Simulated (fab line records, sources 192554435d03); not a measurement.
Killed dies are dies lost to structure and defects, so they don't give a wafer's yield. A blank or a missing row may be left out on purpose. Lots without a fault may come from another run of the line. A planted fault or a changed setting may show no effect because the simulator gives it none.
A struck lot beside a sound one | flow n5_finfet | 27 steps out of a route of 1938
Sound: wafers L673.1, L673.2, L673.6. Struck: wafers L678.1, L678.4, L678.6. The cause comes at the end.
At each step with rows: each side's tool, then ch and its chambers, then its first start. Under that, the readings that differ: sound wafers | struck wafers | difference of the means | sigmas: that difference in standard deviations of wafers without a fault.
alike: readings whose means differ by less than 2 such deviations, and words and numbers that are the same on both sides. not compared: withheld readings, readings that some wafer has no value for, bounds like >300 that may hide the same value, and numbers for which the record gives no deviation and whose values overlap.
The two part at a step that has a row with sigmas, a row that says differs or no value, or rows on one side only. Numbers that don't overlap but have no deviation are shown without sigmas and don't part them. A reading that every wafer of one side lacks parts them only if that side has two wafers or more.

first, 11 steps without rows for these wafers: N5_BEOL_M1_STRIP_65 (strips in N2/H2); N5_BEOL_M1_STRIP_75 (strips in N2/H2); N5_BEOL_M1_STRIP_66 (strips in CF4); N5_BEOL_M1_HM_OPEN_17 (chemistry Cl2/BCl3, target TiN, target depth 20 nm, overetch 6 nm); N5_BEOL_M1_STRIP_19 (strips in O2); N5_BEOL_M1_COAT_67 (time 60 s, resist thk 60 nm); N5_BEOL_M1_COAT_68 (time 60 s, resist thk 12 nm); N5_BEOL_M1_COAT_76 (time 60 s, resist thk 5 nm); N5_BEOL_M1_COAT_22 (resist thk 30 nm); N5_BEOL_M1_EBR_24; N5_BEOL_M1_SOFTBAKE_23 (time 60 s).
N5_BEOL_M1_EXPOSE_25: exposes mask V0, defocus 5 nm, target cd 24 nm.
  sound on euv_scanner-02 ch 0, day 6 20:20; struck on euv_scanner-02 ch 0, day 8 02:38
  reading              | sound             | struck            | difference | sigmas
  exposure_dose_mJ_cm2 | 63.05 63.08 63.03 | 68.78 68.77 68.75 | +5.71      | +84
  alike: mask
then, 2 steps without rows for these wafers: N5_BEOL_M1_PEB_26 (peb time 60 s); N5_BEOL_M1_DEVELOP_27 (develop time 30 s).
N5_BEOL_M1_CD_MEAS_28: target cd y 23.3 nm.
  sound on cd_sem-02 ch 0, day 6 20:29; struck on cd_sem-01 ch 0, day 8 02:47
  reading    | sound             | struck            | difference | sigmas
  cd_nm (nm) | 24.00 23.27 23.95 | 25.85 26.12 25.50 | +2.08      | +8
then, 8 steps without rows for these wafers: N5_BEOL_M1_DESCUM_33 (chemistry O2, time 7 s); N5_BEOL_M1_ETCH_77 (etches underlayer in N2/H2, target depth 6.5 nm, time 5.2 s); N5_BEOL_M1_ETCH_69 (etches SiARC in CF4, target depth 15.6 nm, time 26 s); N5_BEOL_M1_ALD_98 (deposits SiO2, target thk 2.5 nm, pulse time 1 s, co reactant pulse time 1 s); N5_BEOL_M1_ETCHBACK_99 (etches SiO2 in CHF3, target depth 5 nm, time 10.4 s); N5_BEOL_M1_ETCH_70 (etches SOC in N2/H2, target depth 80 nm, overetch 16 nm, time 120 s); N5_BEOL_M1_STRIP_71 (strips in N2/H2); N5_BEOL_M1_STRIP_78 (strips in N2/H2).
N5_BEOL_M1_VIA_ETCH_34: etches the open film in C4F6/O2, target depth 67.8 nm, time 64.4 s.
  sound on rie_diel-06 ch 0,1,3, day 7 02:02; struck on rie_diel-06 ch 0,1,3, day 8 05:33
  reading                  | sound      | struck         | difference | sigmas
  model.BEOL_M1.cd_nm (nm) | 18.6 18 18 | 19.6 20.2 19.6 | +1.6       |
  alike: drypump_motor_current_A, oes_ar_750_au, oes_product_au, rf_vpp_V, showerhead_plenum_p_Torr, throttle_valve_pct
  not compared: rf_hours_counter_h
then, 1 step without rows for these wafers: N5_BEOL_M1_STRIP_83 (strips in C4F6/O2).
N5_BEOL_M4_RC_MEAS_101:
  sound on prober-02 ch 0, day 8 17:02; struck on prober-02 ch 0, day 9 23:45
  reading   | sound          | struck         | difference | sigmas
  VT_P (mV) | -250 -244 -247 | -254 -258 -255 | -9         | -2
  alike: DIBL_N, DIBL_P, IOFF_N, IOFF_P, ION_N, ION_P, SS_N, SS_P, VT_N
then, 1 step without rows for these wafers: N5_PASSIVATION_PROBE_49.

WHERE THEY PART
First at N5_BEOL_M1_EXPOSE_25; last, within this record, at N5_BEOL_M4_RC_MEAS_101.

WHY: what the simulator had put in
Process parameter drift: euv_scanner-02, from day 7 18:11 on, at N5_BEOL_M1_EXPOSE_25. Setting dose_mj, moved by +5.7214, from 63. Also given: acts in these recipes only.
